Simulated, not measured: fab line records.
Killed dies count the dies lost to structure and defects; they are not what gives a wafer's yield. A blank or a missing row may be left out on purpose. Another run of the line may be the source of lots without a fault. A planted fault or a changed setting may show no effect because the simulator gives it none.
Chamber matching    flow n5 finfet    N5_BEOL_M9_ALD_74 on ald metal-03: 4 sister chambers
The step deposits TaN, target thk 2 nm, pulse time 2 s, purge time 3 s. 20 wafers are shown with their chamber, then 10 later ones without.

WAFERS WITH THEIR CHAMBER
wafer   chamber  heater power w (W)
L077.1  2        437
L077.5  0        384
L077.6  2        429
L079.3  0        385
L079.4  1        420
L079.6  0        388
L080.3  3        416
L080.4  0        371
L080.5  0        390
L082.1  3        405
L082.2  1        420
L082.5  1        431
L087.1  2        441
L087.2  1        425
L087.3  0        379
L087.4  3        413
L087.5  1        421
L087.6  2        439
L091.1  0        383
L091.2  3        408

SIGNATURES, as means of the wafers listed above
reading         chamber 0  chamber 1  chamber 2  chamber 3  scatter within a chamber
heater power w  382.86     423.40     436.50     410.50     5.5
Rule: a wafer lies at a distance from a chamber equal to the root of the sum of squares, over the readings, of (its reading less the chamber's mean, divided by the reading's scatter). If the next closest chamber is less than 2 further off than the closest, the wafer can't be placed; otherwise it belongs to the closest. The scatter is the square root of a quotient: the sum, over the shown wafers, of each reading's squared deviation from its chamber's mean, divided by wafers minus chambers.

WAFERS WITHOUT THEIR CHAMBER
wafer   heater power w (W)
L091.3  427
L091.4  433
L091.5  414
L091.6  375
L092.4  430
L092.5  375
L092.6  406
L095.2  400
L095.3  427
L095.4  369

CHAMBER TAKEN BY EACH
wafer   from the rows above      in truth
L091.3  can't be placed: 1 or 2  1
L091.4  can't be placed: 2 or 1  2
L091.5  can't be placed: 3 or 1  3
L091.6  0                        0
L092.4  can't be placed: 2 or 1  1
L092.5  0                        0
L092.6  3                        3
L095.2  can't be placed: 3 or 0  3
L095.3  can't be placed: 1 or 2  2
L095.4  0                        0
Placed correctly: 4 of 10. Can't be placed from these rows: 6 (the true chamber is among the candidates in 6). Wrongly placed: 0.
